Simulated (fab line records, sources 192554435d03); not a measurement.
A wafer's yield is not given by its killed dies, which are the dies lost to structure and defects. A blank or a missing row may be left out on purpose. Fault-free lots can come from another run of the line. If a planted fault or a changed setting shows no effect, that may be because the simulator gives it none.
Split-lot study | flow n5-finfet | route with 1938 steps; 7 lots, 21 wafers read

== SPLIT DETAILS ==
At N5_BEOL_M15_PEB_26 (peb time 90 s), the setting peb-time-s was moved away from the recipe's 90 s on 6 of the 21 wafers read, by -17.0% to +19.1%. For the rest of the wafers, this setting stayed at what the recipe calls for.

== FROM THE SPLIT TO THE READING: what the file shows between them, 2 steps ==
- N5_BEOL_M15_DEVELOP_27: develop time 45 s
- N5_BEOL_M15_HARDBAKE_32: time 120 s

== THE READING ==
BEOL_M15.cd-nm (the simulator's own value, which no gauge read), in nm, at N5_BEOL_M15_DESCUM_33 (chemistry O2, time 7.9 s). No usual value for it is given in the file. Average 407.0 nm, standard deviation 2.2 nm, over the 15 wafers here run with the recipe.

wafer  | tool, chamber at the split | peb-time-s as run, s | against the recipe | BEOL_M15.cd-nm, nm | against lot-mates on the recipe
L081.1 | litho-track-03, 0          | 90                   | recipe             | 407.6              | -
L081.2 | litho-track-03, 0          | 90                   | recipe             | 407.8              | -
L081.4 | litho-track-03, 0          | 90                   | recipe             | 405.4              | -
L083.1 | litho-track-01, 0          | 90                   | recipe             | 409.8              | -
L083.2 | litho-track-01, 0          | 77.24                | -14.2%             | 401.6              | -5.4
L083.5 | litho-track-01, 0          | 90                   | recipe             | 404.2              | -
L084.1 | litho-track-03, 0          | 90                   | recipe             | 410.2              | -
L084.5 | litho-track-03, 0          | 90                   | recipe             | 410                | -
L084.6 | litho-track-03, 0          | 90                   | recipe             | 411                | -
L086.2 | litho-track-02, 0          | 107.2                | +19.1%             | 411.6              | +6.4
L086.3 | litho-track-02, 0          | 90                   | recipe             | 404.8              | -
L086.4 | litho-track-02, 0          | 90                   | recipe             | 405.6              | -
L088.1 | litho-track-03, 0          | 103.8                | +15.3%             | 412.2              | +6.0
L088.3 | litho-track-03, 0          | 90                   | recipe             | 406.2              | -
L088.6 | litho-track-03, 0          | 103.8                | +15.3%             | 409.6              | +3.4
L093.1 | litho-track-03, 0          | 74.7                 | -17.0%             | 400                | -5.9
L093.3 | litho-track-03, 0          | 90                   | recipe             | 406                | -
L093.5 | litho-track-03, 0          | 90                   | recipe             | 405.8              | -
L091.4 | litho-track-03, 0          | 90                   | recipe             | 404.2              | -
L091.5 | litho-track-03, 0          | 96.44                | +7.2%              | 410.8              | +5.4
L091.6 | litho-track-03, 0          | 90                   | recipe             | 406.6              | -

THE FIT
A straight line over all 21 wafers: BEOL_M15.cd-nm changes by +0.316 nm for each +1% of peb-time-s; r = +0.78; the points scatter about the line by 2.1 nm.
The same after taking each lot's own level away (the mean of its wafers on the recipe; 21 wafers): +0.349 nm for each +1%; r = +0.91; scatter 1.4 nm.
Per that fit: largest peb-time-s move, reading shift of 6.7 nm.
The lots' own levels span 405.20 to 410.40 nm, that is 2.4 times the standard deviation above.
So the lot-to-lot level blurs the effect unless lot-mates are compared.
Check: with one of the wafers moved furthest among these (+19.1%) left out of the fit, the line predicts +6.85 nm for it against its lot-mates. Against them it came out at +6.4 nm.

== THE OTHER SPLITS THESE WAFERS WENT THROUGH ==
These wafers also went through other splits before the reading. Each is held against what the fit with the lots' levels taken away leaves over:
other split on the same wafers    | wafers away from the commonest value | r with BEOL_M15.cd-nm (lot level and that fit taken away)
N5_BEOL_M11_VIA_ETCH_34 time-s    | 6                                    | -0.21
N5_BEOL_M11_TRENCH_ETCH_37 time-s | 9                                    | +0.26
N5_BEOL_M13_TRENCH_ETCH_34 time-s | 5                                    | -0.19
N5_BEOL_M13_SPUTTER_45 time-s     | 12                                   | +0.21

== THE FILE'S OWN FIT ==
BEOL_M15.cd-nm changes by +0.359 nm for each +1% of peb-time-s, r = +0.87.
